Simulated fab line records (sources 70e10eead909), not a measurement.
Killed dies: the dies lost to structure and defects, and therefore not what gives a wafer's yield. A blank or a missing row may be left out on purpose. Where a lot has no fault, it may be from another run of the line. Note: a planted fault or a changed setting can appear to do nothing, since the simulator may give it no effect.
fab line records -- flow nand-harc -- part 2 of 2: steps 18 to 31 of 31
record lots=5, wafers=15, last-day=24
route steps=1159 shown A_CHANNEL_FILL_D1@491 A_STAIRCASE@519
lots that met no fault: from a run of the same line without faults
start-h: start of the lot's first displayed wafer, in hours after the record's first day -- wait-h: hours since the lot's step before -- " the same as in the row above -- L1.1+2: a single row standing in for several wafers -- - no value, or no start given -- * or withheld: withheld -- < > ~ a bound
route shown NAME@n: a module of which the file shows steps, and the number in the route of the first -- usual: mean/standard deviation of fault-free wafers -- same: alike in all rows -- chamber/n: place in a boat -- sites: readings site by site -- _std_site: the values' standard deviation -- _edge_site: inner sites' mean taken away from outer sites' mean -- radius-mm: how far each site lies from the wafer's centre -- mask NAME#n: copy n -- behind: the last tool/chamber to shape the wafer -- hold: why the lot went on hold/how many hours it stayed there/how the hold came to an end -- device: names the non-switching transistor (n, p or np) -- end of line: tests run on the same wafers once the route is complete -- a step with no rows: only its recipe -- killed: dies lost to structure and defects at the first sort, not the wafer's yield -- map: dies across one wafer; x = killed, . = not, _ = none there
set.NAME: the setting as run; set.NAME@STEP: as run at that earlier step -- model.NAME: the simulator's own value behind a step, which no gauge read
certain route steps with their lots: each step a table, each wafer a row
services: when a tool's chamber went out of use (start-h, in hours from the record's first day, below 0 if earlier), for how many hours, and the reason
## steps
# step NHARC_A_CHANNEL_FILL_D1_STRIP_29
# recipe time-s=20, o2-flow-sccm=500, ar-flow-sccm=0, bias-w=0, chemistry=O2
# usual drypump-motor-current-A=6.0/0.44, oes-product-au=0.996/0.0095, rf-vpp-V=57.7/0.9, showerhead-plenum-p-Torr=3.48/0.14, throttle-valve-pct=17.037/0.0086
lot.wafer,tool,chamber,start-h,wait-h,drypump-motor-current-A,oes-product-au,rf-hours-counter-h,rf-vpp-V,showerhead-plenum-p-Torr,throttle-valve-pct
L077.1,rie-diel-13,3,-,-,6.6,0.991,4,57.2,3.59,17.023
L077.4,rie-diel-13,1,-,-,6.0,1.000,4,57.1,3.57,17.042
L077.6,rie-diel-13,2,-,-,6.0,1.007,-,57.9,3.35,17.057
L079.3,rie-diel-06,1,-,-,5.4,0.999,0,57.3,3.39,17.047
L079.1,rie-diel-06,3,-,-,6.6,0.981,0,58.5,3.51,17.036
L079.4,rie-diel-06,0,-,-,5.6,0.990,0,58.0,3.78,17.029
L090.2,rie-diel-06,2,-,-,5.7,0.995,3,57.8,3.30,17.045
L090.3,rie-diel-06,1,-,-,5.4,1.011,2,57.6,3.39,17.030
L090.6,rie-diel-06,2,-,-,5.7,0.994,-,57.3,3.30,17.026
L094.1,rie-diel-06,0,-,-,5.6,0.997,3,58.7,3.78,17.035
L094.6,rie-diel-06,3,-,-,6.6,0.986,-,57.4,3.51,17.048
L094.5,rie-diel-06,0,-,-,5.6,0.986,-,57.6,3.78,17.033
L095.2,rie-diel-13,3,-,-,6.6,0.987,2,58.5,3.59,17.027
L095.4,rie-diel-13,1,-,-,6.0,0.987,2,57.4,3.57,17.049
L095.1,rie-diel-13,2,-,-,5.9,0.997,2,57.8,3.35,17.052
# step NHARC_A_CHANNEL_FILL_D1_PRECLEAN_30
# recipe time-s=30, chemistry=dHF
lot.wafer,tool,chamber,start-h,wait-h
L077.4+6+1,wet-bench-06,"5,7,0",238.94,-
L079.1+4+3,wet-bench-04,"3,4,7",253.78,-
L090.2+6+3,wet-bench-01,"4,6,7",333.52,-
L094.5+6+1,wet-bench-01,"0,3,5",343.56,-
L095.2+1+4,wet-bench-01,"3,5,0",359.67,-
# step NHARC_A_CHANNEL_FILL_D1_SRD_31
lot.wafer,tool,chamber,start-h,wait-h
L077.4+6+1,wet-bench-06,"5,7,0",238.96,0.0
L079.1+4+3,wet-bench-04,"3,4,7",253.81,0.0
L090.2+6+3,wet-bench-01,"4,6,7",333.54,0.0
L094.5+6+1,wet-bench-01,"0,3,5",343.58,0.0
L095.2+1+4,wet-bench-01,"3,5,0",359.70,0.0
# step NHARC_A_CHANNEL_FILL_D1_CVD_09
# recipe target-thk-a=1500, temp-c=620, pressure-mtorr=200, time-s=3000, material=poly-Si
# usual spike-tc-bottom-C=641.5/2, spike-tc-lower-C=620.2/1.1, spike-tc-upper-C=620.2/1.2, zone-power-top-pct=19.4/0.67, zone-power-upper-pct=8.5/0.64
lot.wafer,tool,chamber,start-h,wait-h,spike-tc-bottom-C,spike-tc-lower-C,spike-tc-upper-C,zone-power-top-pct,zone-power-upper-pct
L077.1,lpcvd-poly-02,0,241.39,2.4,638.7,619.6,621.6,18.8,7.7
L077.4,lpcvd-poly-02,0,241.39,2.4,638.1,619.7,619.6,19.1,7.8
L077.6,lpcvd-poly-02,0,241.39,2.4,639.9,621.2,621.1,19.2,7.7
L079.1,lpcvd-poly-01,0,255.80,2.0,644.6,618.9,619.0,18.7,8.4
L079.3,lpcvd-poly-01,0,255.80,2.0,643.1,619.9,620.7,19.0,8.4
L079.4,lpcvd-poly-01,0,255.80,2.0,643.3,619.9,619.6,18.9,8.7
L090.2,lpcvd-poly-02,0,335.97,2.4,639.2,620.0,621.9,19.3,7.7
L090.3,lpcvd-poly-02,0,335.97,2.4,640.6,620.3,620.4,18.8,7.7
L090.6,lpcvd-poly-02,0,335.97,2.4,639.1,620.9,623.2,19.3,7.7
L094.1,lpcvd-poly-04,0,345.84,2.2,640.8,619.8,618.5,20.6,9.5
L094.5,lpcvd-poly-04,0,345.84,2.2,641.6,620.1,621.6,20.5,9.5
L094.6,lpcvd-poly-04,0,345.84,2.2,642.9,621.0,619.5,20.7,9.5
L095.1,lpcvd-poly-01,0,362.11,2.4,642.6,620.8,617.5,19.4,8.5
L095.2,lpcvd-poly-01,0,362.11,2.4,642.8,619.6,619.8,19.1,8.5
L095.4,lpcvd-poly-01,0,362.11,2.4,643.5,618.4,619.8,19.0,8.6
# step NHARC_A_CHANNEL_FILL_D1_CMP_10
# recipe target-thk-nm=150
# usual motor-current-A=11.3/1.2, time-to-endpoint-s=15.0/2.9
lot.wafer,tool,chamber,start-h,wait-h,motor-current-A,time-to-endpoint-s
L077.1,cmp-04,3,244.61,0.4,12.4,16.5
L077.4,cmp-04,0,244.61,0.4,11.8,13.3
L077.6,cmp-04,2,244.61,0.4,11.6,12.3
L079.3,cmp-02,2,258.98,0.4,12.8,20.2
L079.1,cmp-02,3,258.98,0.4,12.3,18.6
L079.4,cmp-02,1,258.98,0.4,13.4,15.3
L090.2,cmp-04,0,339.20,0.4,11.6,13.7
L090.3,cmp-04,2,339.20,0.4,10.8,12.6
L090.6,cmp-04,0,339.20,0.4,11.4,14.1
L094.1,cmp-03,1,349.07,0.4,9.8,12.4
L094.6,cmp-03,0,349.07,0.4,11.5,9.4
L094.5,cmp-03,1,349.07,0.4,10.3,11.6
L095.2,cmp-03,2,365.29,0.4,9.6,13.8
L095.1,cmp-03,3,365.29,0.4,11.6,14.1
L095.4,cmp-03,1,365.29,0.4,10.3,13.4
# step NHARC_A_CHANNEL_FILL_D1_SRD_12
lot.wafer,tool,chamber,start-h,wait-h
L077.4+1+6,wet-bench-04,"3,5,0",244.88,0.0
L079.3+4+1,wet-bench-06,"3,5,6",259.28,0.0
L090.2+6+3,wet-bench-06,"1,5,6",339.47,0.0
L094.6+5+1,wet-bench-04,"5,0,2",349.34,0.0
L095.1+4+2,wet-bench-04,"1,4,6",365.58,0.0
# step NHARC_A_CHANNEL_FILL_D1_RTA_24
# recipe temp-c=1000, time-s=5
# usual lamp-power-pct=30.8/0.77, wafer_temp_C_max=1004.4/1.3
lot.wafer,tool,chamber,start-h,wait-h,lamp-power-pct,wafer_temp_C_max
L077.1,rtp-anneal-01,0,245.00,0.0,30.1,1003.6
L077.4,rtp-anneal-01,0,245.00,0.0,30.2,1003.4
L077.6,rtp-anneal-01,0,245.00,0.0,30.2,1003.2
L079.1,rtp-anneal-02,0,259.45,0.1,31.7,1006.0
L079.3,rtp-anneal-02,0,259.45,0.1,31.7,1007.2
L079.4,rtp-anneal-02,0,259.45,0.1,31.7,1005.3
L090.2,rtp-anneal-01,0,339.62,0.1,30.2,1002.8
L090.3,rtp-anneal-01,0,339.62,0.1,30.1,1004.7
L090.6,rtp-anneal-01,0,339.62,0.1,30.1,1003.0
L094.1,rtp-anneal-01,0,349.55,0.1,30.1,1002.5
L094.5,rtp-anneal-01,0,349.55,0.1,30.2,1004.7
L094.6,rtp-anneal-01,0,349.55,0.1,30.1,1004.0
L095.1,rtp-anneal-01,0,365.72,0.1,30.2,1004.5
L095.2,rtp-anneal-01,0,365.72,0.1,30.2,1003.4
L095.4,rtp-anneal-01,0,365.72,0.1,30.2,1005.1
# step NHARC_A_CHANNEL_FILL_D1_INSPECT_13
# usual raw-defect-count=284/120
lot.wafer,tool,chamber,start-h,wait-h,raw-defect-count
L077.1,defect-inspect-02,-,245.20,0.2,347
L077.4,defect-inspect-02,-,245.20,0.2,435
L077.6,defect-inspect-02,-,245.20,0.2,337
L079.1,defect-inspect-02,-,259.65,0.2,220
L079.3,defect-inspect-02,-,259.65,0.2,171
L079.4,defect-inspect-02,-,259.65,0.2,170
L090.2,defect-inspect-02,-,339.82,0.2,182
L090.3,defect-inspect-02,-,339.82,0.2,270
L090.6,defect-inspect-02,-,339.82,0.2,225
L094.1,defect-inspect-02,-,349.75,0.2,261
L094.5,defect-inspect-02,-,349.75,0.2,207
L094.6,defect-inspect-02,-,349.75,0.2,318
L095.1,defect-inspect-02,-,365.92,0.2,238
L095.2,defect-inspect-02,-,365.92,0.2,167
L095.4,defect-inspect-02,-,365.92,0.2,260
# step NHARC_A_STAIRCASE_DEP_156
# recipe target-thk-a=500, temp-c=400, target-thk-nm=50, flow-sccm=200, rf-w=450, material=SiNx
# usual heater-power-w=731/72, rf-fwd-power-W=447.9/1.5, susceptor-temp-C=400.02/0.22
lot.wafer,tool,chamber,start-h,wait-h,heater-power-w,rf-fwd-power-W,susceptor-temp-C
L077.1,pecvd-03,2,245.33,0.1,638,448.9,400.08
L077.6,pecvd-03,0,245.33,0.1,692,446.9,399.96
L077.4,pecvd-03,2,245.33,0.1,653,448.0,400.03
L079.3,pecvd-01,0,259.88,0.2,711,446.7,399.72
L079.1,pecvd-01,1,259.88,0.2,680,447.3,400.24
L079.4,pecvd-01,2,259.88,0.2,812,447.9,400.12
L090.2,pecvd-04,2,339.93,0.1,862,447.6,400.22
L090.3,pecvd-04,2,339.93,0.1,847,447.4,400.00
L090.6,pecvd-04,0,339.93,0.1,646,447.5,400.14
L094.1,pecvd-03,1,350.18,0.4,841,449.3,399.94
L094.6,pecvd-03,0,350.18,0.4,738,446.7,400.10
L094.5,pecvd-03,1,350.18,0.4,862,449.0,400.12
L095.1,pecvd-03,0,366.08,0.2,767,445.7,400.32
L095.2,pecvd-03,1,366.08,0.2,763,446.4,399.75
L095.4,pecvd-03,0,366.08,0.2,759,446.1,400.06
# step NHARC_A_STAIRCASE_DEHYDRATE_158
# recipe temp-c=150, time-s=120
lot.wafer,tool,chamber,start-h,wait-h
L077.1+4+6,litho-track-03,0,245.54,0.2
L079.1+3+4,litho-track-03,0,260.12,0.2
L090.2+3+6,litho-track-07,0,340.24,0.3
L094.1+5+6,litho-track-07,0,350.39,0.2
L095.1+2+4,litho-track-03,0,366.32,0.2
# step NHARC_A_STAIRCASE_HMDS_159
# recipe time-s=30
lot.wafer,tool,chamber,start-h,wait-h
L077.1+4+6,litho-track-03,0,-,-
L079.1+3+4,litho-track-03,0,-,-
L090.2+3+6,litho-track-07,0,-,-
L094.1+5+6,litho-track-07,0,-,-
L095.1+2+4,litho-track-03,0,-,-
# step NHARC_A_STAIRCASE_COAT_160
# recipe spin-rpm=1200
lot.wafer,tool,chamber,start-h,wait-h
L077.1+4+6,litho-track-03,0,-,-
L079.1+3+4,litho-track-03,0,-,-
L090.2+3+6,litho-track-07,0,-,-
L094.1+5+6,litho-track-07,0,-,-
L095.1+2+4,litho-track-03,0,-,-
# step NHARC_A_STAIRCASE_SOFTBAKE_161
# recipe temp-c=135, time-s=170
lot.wafer,tool,chamber,start-h,wait-h
L077.1+4+6,litho-track-03,0,-,-
L079.1+3+4,litho-track-03,0,-,-
L090.2+3+6,litho-track-07,0,-,-
L094.1+5+6,litho-track-07,0,-,-
L095.1+2+4,litho-track-03,0,-,-
# step NHARC_A_STAIRCASE_EBR_162
lot.wafer,tool,chamber,start-h,wait-h
L077.1+4+6,litho-track-03,0,-,-
L079.1+3+4,litho-track-03,0,-,-
L090.2+3+6,litho-track-07,0,-,-
L094.1+5+6,litho-track-07,0,-,-
L095.1+2+4,litho-track-03,0,-,-
## services
tool,chamber,start-h,hours,kind
lpcvd-poly-04,-,171.50,11.7,repair
cmp-03,-,176.80,4.0,pm
rie-diel-13,2,182.80,5.6,repair
litho-track-07,-,189.00,7.0,pm
ald-hk-04,-,193.15,10.0,pm
rie-diel-06,3,201.27,4.0,repair
litho-track-03,-,213.00,7.0,pm
wet-bench-01,-,213.60,8.0,pm
ald-hk-04,-,221.09,1.0,repair
rie-diel-06,3,238.34,8.3,repair
rie-diel-06,-,241.20,9.0,pm
rie-diel-06,-,258.68,5.1,repair
rie-diel-06,1,274.79,1.9,repair
rie-diel-13,-,276.00,9.0,pm
rie-diel-06,1,280.18,25.2,repair
ald-hk-02,-,283.79,10.0,pm
pecvd-03,-,292.42,13.0,pm
rie-diel-13,2,293.96,6.6,repair
wet-bench-06,-,305.60,8.0,pm
ald-sin-batch-03,-,314.00,26.0,pm
furnace-04,-,316.48,26.0,pm
wet-bench-04,-,339.20,8.0,pm
rie-diel-06,0,350.17,4.5,repair
litho-track-07,-,364.00,7.0,pm
